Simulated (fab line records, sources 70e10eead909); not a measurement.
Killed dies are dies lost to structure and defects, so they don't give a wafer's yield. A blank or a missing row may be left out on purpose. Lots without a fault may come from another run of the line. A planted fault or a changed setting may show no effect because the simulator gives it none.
Chamber matching | flow nand_harc | NHARC_A_DECK1_JOINT_ETCHBACK_00 on rie_si-06: 4 sister chambers
The step etches the open film in HBr, target depth 30 nm, time 17.4 s. 8 wafers are shown with their chamber, then 8 later ones without.

WAFERS WITH THEIR CHAMBER
wafer  | chamber | drypump_motor_current_A (A) | he_backside_leak_sccm (sccm)
L771.4 | 1       | 6.5                         | 2.83
L771.5 | 1       | 6.5                         | 2.92
L777.1 | 3       | 4.6                         | 2.74
L777.3 | 0       | 5.9                         | 2.32
L778.2 | 2       | 5.2                         | 2.70
L778.5 | 2       | 5.2                         | 2.79
L778.6 | 3       | 4.7                         | 2.87
L784.1 | 0       | 5.9                         | 2.39

WAFERS WITHOUT THEIR CHAMBER
wafer  | drypump_motor_current_A (A) | he_backside_leak_sccm (sccm)
L784.2 | 5.2                         | 2.95
L784.3 | 4.7                         | 2.72
L785.1 | 4.7                         | 2.90
L785.2 | 6.5                         | 2.90
L785.6 | 4.7                         | 2.93
L786.1 | 5.9                         | 2.63
L786.4 | 4.7                         | 2.78
L786.6 | 5.2                         | 2.72

WHICH CHAMBER EACH WENT THROUGH
wafer  | from the rows above | in truth
L784.2 | 2                   | 2
L784.3 | 3                   | 3
L785.1 | 3                   | 3
L785.2 | 1                   | 1
L785.6 | 3                   | 3
L786.1 | 0                   | 0
L786.4 | 3                   | 3
L786.6 | 2                   | 2
Placed correctly: 8 of 8. Can't be placed from these rows: 0. Placed wrongly: 0.
How it was worked out, from the rows above alone: a wafer's distance from a chamber is the root of the sum, over the readings, of the square of ((its reading less the chamber's mean) divided by the reading's scatter). The wafer belongs to the nearest chamber; if the next one is less than 2 further off, it can't be placed. A chamber's mean is the mean of its shown wafers. The scatter: the root of (the sum of the squares of (reading less its chamber's mean) over the shown wafers, divided by (wafers less chambers)).
